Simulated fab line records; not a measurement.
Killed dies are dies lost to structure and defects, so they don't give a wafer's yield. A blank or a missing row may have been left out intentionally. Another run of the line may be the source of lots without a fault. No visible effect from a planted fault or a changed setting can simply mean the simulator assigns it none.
The same fault as seen by 2 desks || flow n5-finfet || what lay behind the numbers comes last; until then each desk has only its own

== AT THE TOOL OWNER'S DESK: pecvd-02 ==
The tool's own readings at N5_BEOL_M8_DEP_56 (deposits SiCN from 3MS/NH3, target thk 10 nm, time 17.5 s): means of the sampled wafers that have a number, for each lot that ran on this tool. The brackets show how far a lot's mean lies from the usual mean; more than 4 standard deviations puts the lot out of limits, marked OUT.
Columns: A = showerhead-plenum-p-Torr at N5_BEOL_M8_DEP_56, usual 3.670 Torr; B = throttle-valve-pct at N5_BEOL_M8_DEP_56, usual 9.0 %
{"lot": "L863", "first seen here": "day 10 13:04", "A": 3.672, "B": 8.9}
{"lot": "L864", "first seen here": "day 10 19:17", "A": 3.670, "B": 9.0}
This desk found nothing out of limits on any of the 2 lots.

== FROM THE METROLOGY DESK ==
Lot by lot, what the gauges showed, no matter which tool ran the lot: averages of those sampled wafers that carry a number. The brackets show how far a lot's mean lies from the usual mean; more than 4 standard deviations puts the lot out of limits, marked OUT.
Columns: A = M8_THK at N5_BEOL_M8_THK_MEAS_53, usual 78.4 nm; B = M8_RS at N5_BEOL_M8_RS_MEAS_57, usual 0.289 ohm/sq
{"lot": "L861", "first seen here": "day 10 07:02", "A": 78.5, "B": 0.290}
{"lot": "L863", "first seen here": "day 10 13:00", "A": 79.7, "B": 0.284}
{"lot": "L864", "first seen here": "day 10 19:14", "A": 78.9, "B": 0.288}
{"lot": "L872", "first seen here": "day 13 02:04", "A": 78.3, "B": 0.289}
{"lot": "L874", "first seen here": "day 13 07:08", "A": 79.1, "B": 0.286}
This desk found nothing out of limits on any of the 5 lots.

== ALL TOGETHER ==
The desk of the tool owner found nothing out of limits.
At the metrology desk, nothing out of limits was observed.

== WHAT THE SIMULATOR HAD PUT IN ==
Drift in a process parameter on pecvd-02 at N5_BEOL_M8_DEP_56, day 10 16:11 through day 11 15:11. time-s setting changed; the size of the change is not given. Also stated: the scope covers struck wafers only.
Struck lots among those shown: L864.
